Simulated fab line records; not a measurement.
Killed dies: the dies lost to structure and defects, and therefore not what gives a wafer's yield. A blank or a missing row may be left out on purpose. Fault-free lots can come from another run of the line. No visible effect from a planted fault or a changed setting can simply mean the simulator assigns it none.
A lot that was struck, set against a sound lot ; flow nand-harc ; 16 out of 1302 route steps
Sound: the wafers L734.3, L734.4, L734.6. Wafers struck: L739.1, L739.4, L739.6. The cause is named last.
Order at every step that has rows: each side's tool, ch and its chambers, its first start. Under that, the readings that differ: sound wafers ; struck wafers ; difference of the means ; sigmas: that difference in standard deviations of wafers without a fault.
alike: words and numbers the same on both sides, and readings whose means are apart by under 2 such deviations; not compared: readings that were withheld, readings missing a value for some wafer, numbers with overlapping values and no deviation given by the record, and bounds like >300 which may hide the same value.
A row with sigmas, a row that says differs or no value, or rows on one side alone: a step with any of these is where the two part. Numbers that have no deviation but don't overlap get no sigmas and don't part them. A reading missing from all wafers of one side parts the sides only when that side holds two or more wafers.

NHARC_A_ZERO_WELL_ETCH_13: etches the open film in HBr/Cl2, target depth 120 nm, time 40.1 s.
  sound on rie-si-06 ch 1,2,3, day 7 08:54; struck on rie-si-06 ch 1,3, day 9 01:22
  alike: drypump-motor-current-A, oes-product-au, throttle-valve-pct
  not compared: rf-hours-counter-h
then, 4 steps without rows for these wafers: NHARC_A_ZERO_WELL_STRIP_14 (strips in SPM, time 900 s); NHARC_A_ZERO_WELL_IMPLANT_15; NHARC_A_ZERO_WELL_PRECLEAN_22 (cleans in SC1, time 60 s); NHARC_A_ZERO_WELL_SRD_23.
NHARC_A_ZERO_WELL_RTA_16: time 10 s.
  sound on rtp-anneal-01 ch 0, day 7 09:50; struck on rtp-anneal-02 ch 0, day 9 02:16
reading;sound;struck;difference;sigmas
lamp-power-pct (%);31.2 31.2 31.2;28.8 28.7 28.8;-2.4;-2
lamp_zone_1_pct (%);31.2 31.2 31.2;28.7 28.8 28.8;-2.4;-2
wafer_temp_C_max;1003.5 1002.8 1002.0;1006.1 1006.8 1004.8;+3.1;+2
NHARC_A_ZERO_WELL_INSPECT_17:
  sound on defect-inspect-02 at day 7 09:59; struck on defect-inspect-02 at day 9 02:28
  alike: raw-defect-count
then, 3 steps without rows for these wafers: NHARC_A_SOURCE_PLATE_PRECLEAN_00 (cleans in HF-LAST, time 60 s); NHARC_A_SOURCE_PLATE_SRD_01; NHARC_A_SOURCE_PLATE_OXIDE_02 (material SiO2, target thk 10 nm, ox time 1362 s).
NHARC_A_SOURCE_PLATE_THK_MEAS_09: measures by ellipsometry.
  sound on film-metro-01 at day 7 16:22; struck on film-metro-01 at day 9 10:32
  alike: thk-nm
NHARC_A_SOURCE_PLATE_PVD_04: deposits WSi2, target thk 50 nm.
  sound on pvd-sputter-03 at day 7 16:26; struck on pvd-sputter-01 at day 9 10:37
NHARC_A_SOURCE_PLATE_CVD_03: deposits poly-Si, target thk 200 nm, time 4000 s.
  sound on lpcvd-poly-03 ch 0, day 7 18:56; struck on lpcvd-poly-04 ch 0, day 9 13:07
reading;sound;struck;difference;sigmas
spike-tc-bottom-C (C);641.1 641.3 641.7;660.6 660.6 662.6;+19.9;+17
spike-tc-centre-C (C);624.5 622.4 620.7;640.3 639.5 642.4;+18.2;+12
spike-tc-lower-C (C);618.7 619.2 617.8;644.4 642.1 642.8;+24.5;+12
spike-tc-top-C (C);641.1 640.6 640.9;661.9 660.1 660.7;+20.0;+18
spike-tc-upper-C (C);621.6 621.3 622.5;640.5 641.6 640.1;+18.9;+19
tube-center-temp-C (C);619.98 619.99 619.93;640.94 640.95 640.92;+20.97;+99 or more
then, 1 step without rows for these wafers: NHARC_A_SOURCE_PLATE_ANNEAL_05 (time 1800 s).
NHARC_A_SOURCE_PLATE_THK_MEAS_06: measures by ellipsometry.
  sound on film-metro-01 at day 8 05:14; struck on film-metro-01 at day 10 00:07
reading;sound;struck;difference;sigmas
thk-nm (nm);197.1 199.9 202.4;322.8 324.3 321.8;+123.2;+56
next, for these wafers, 1 step has no rows: NHARC_END_SORT_01.

== WHERE THEY PART ==
Last at NHARC_A_SOURCE_PLATE_THK_MEAS_06 as far as this record goes, first at NHARC_A_ZERO_WELL_RTA_16.

WHY: the cause the simulator had injected
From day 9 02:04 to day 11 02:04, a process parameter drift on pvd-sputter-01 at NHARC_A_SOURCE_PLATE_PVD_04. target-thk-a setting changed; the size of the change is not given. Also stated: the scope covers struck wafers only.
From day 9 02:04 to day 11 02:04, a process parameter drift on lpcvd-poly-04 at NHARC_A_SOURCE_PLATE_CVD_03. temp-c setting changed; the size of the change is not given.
